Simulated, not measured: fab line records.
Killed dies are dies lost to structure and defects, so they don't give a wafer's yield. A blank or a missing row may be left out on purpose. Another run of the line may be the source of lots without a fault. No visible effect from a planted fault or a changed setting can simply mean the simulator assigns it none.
A lot that was struck, set against a sound lot | flow n5_finfet | 23 out of 1938 route steps
Sound: the wafers L564.3, L564.4, L564.6. Struck: wafers L557.2, L557.3, L557.5. At the end, the cause is stated.
At each step with rows: each side's tool, then ch and its chambers, then its first start. Under that, the readings that differ: sound wafers | struck wafers | difference of the means | sigmas: that difference in standard deviations of wafers without a fault.
alike: readings whose means differ by less than 2 such deviations, and words and numbers that are the same on both sides. not compared: withheld readings, readings that some wafer has no value for, bounds like >300 that may hide the same value, and numbers for which the record gives no deviation and whose values overlap.
A row with sigmas, a row that says differs or no value, or rows on one side alone: a step with any of these is where the two part. When numbers do not overlap yet have no deviation, they are printed without sigmas and do not part them. A reading missing from all wafers of one side parts the sides only when that side holds two or more wafers.

first, 8 steps without rows for these wafers: N5_BEOL_M1_PRE_CLEAN_60 (time 15 s); N5_BEOL_M1_CO_CAP_55 (material Co, precursor CCTBA/H2, target thk 2 nm, time 102.1 s); N5_BEOL_M1_PRE_CLEAN_56 (time 15 s); N5_BEOL_M1_DEP_57 (deposits SiCN from 3MS/NH3, target thk 8 nm, time 14 s); N5_BEOL_M2_ILD_DEP_00 (deposits SiOC from DEMS/O2, target thk 79 nm, time 15.3 s); N5_BEOL_M2_PECVD_72 (deposits SiO2 from TEOS/O2, target thk 16 nm, time 18 s); N5_BEOL_M2_HM_DEP_02 (deposits TiN, target thk 20 nm); N5_BEOL_M2_COAT_61 (time 60 s, resist thk 60 nm).
N5_BEOL_M2_COAT_62: time 60 s, resist thk 12 nm.
  sound on litho_track-03 ch 0, day 12 16:19; struck on litho_track-02 ch 0, day 10 19:47
  reading                                    | sound                | struck               | difference | sigmas
  spin_speed_rpm (rpm)                       | 1498.2 1500.5 1500.0 | 1632.5 1634.0 1634.5 | +134.1     | +99 or more
  model.SiARC_of_BEOL_M2_COAT_62.thk_nm (nm) | 12 12 12             | 11.6 11.6 11.6       | -0.4       |
  alike: chill_plate_temp_C
then, 9 steps without rows for these wafers: N5_BEOL_M2_COAT_73 (time 60 s, resist thk 5 nm); N5_BEOL_M2_COAT_05 (resist thk 30 nm); N5_BEOL_M2_EBR_07; N5_BEOL_M2_SOFTBAKE_06 (time 60 s); N5_BEOL_M2_EXPOSE_08 (exposes mask M2); N5_BEOL_M2_PEB_09 (peb time 60 s); N5_BEOL_M2_DEVELOP_10 (develop time 30 s); N5_BEOL_M2_DESCUM_16 (chemistry O2, time 7 s); N5_BEOL_M2_ETCH_74 (etches underlayer in N2/H2, target depth 6.5 nm, time 5.2 s).
N5_BEOL_M2_ETCH_63: etches SiARC in CF4, target depth 15.6 nm, time 26 s.
  sound on rie_diel-03 ch 0,2,3, day 12 16:46; struck on rie_diel-03 ch 0,3, day 10 20:14
  reading                  | sound             | struck            | difference | sigmas
  model.etch.depth_nm (nm) | 11.93 11.98 11.97 | 11.56 11.54 11.56 | -0.41      |
  alike: drypump_motor_current_A, etch_rf_on_time_s, oes_product_au, rf_fwd_power_W, rf_vpp_V, showerhead_plenum_p_Torr, throttle_valve_pct
  not compared: rf_hours_counter_h
N5_BEOL_M2_ETCH_64: etches SOC in N2/H2, target depth 75 nm, overetch 22.5 nm, time 121.9 s.
  sound on rie_diel-03 ch 0,2,3, day 12 16:47; struck on rie_diel-03 ch 0,3, day 10 20:16
  reading                                    | sound       | struck | difference | sigmas
  model.SiARC_of_BEOL_M2_COAT_62.thk_nm (nm) | 6.4 6.6 6.4 | 6 6 6  | +0         |
  alike: drypump_motor_current_A, oes_product_au, rf_fwd_power_W, rf_vpp_V, showerhead_plenum_p_Torr, throttle_valve_pct
  not compared: rf_hours_counter_h
then, 1 step without rows for these wafers: N5_BEOL_M2_STRIP_65 (strips in N2/H2).
N5_BEOL_M4_RC_MEAS_101:
  sound on prober-02 ch 0, day 14 08:37; struck on prober-02 ch 0, day 12 10:10
  reading       | sound          | struck         | difference | sigmas
  DIBL_P (mV/V) | 35.6 33.7 31.5 | 36.4 39.6 41.1 | +5.4       | +2
  alike: DIBL_N, IOFF_N, IOFF_P, ION_N, ION_P, SS_N, SS_P, VT_N, VT_P
next, for these wafers, 1 step has no rows: N5_PASSIVATION_PROBE_49.

## WHERE THEY PART
Earliest at N5_BEOL_M2_COAT_62; latest, in this record, at N5_BEOL_M4_RC_MEAS_101.

WHY: whatever the simulator had introduced
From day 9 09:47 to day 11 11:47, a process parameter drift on litho_track-02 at N5_BEOL_M2_COAT_62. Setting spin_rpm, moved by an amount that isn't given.
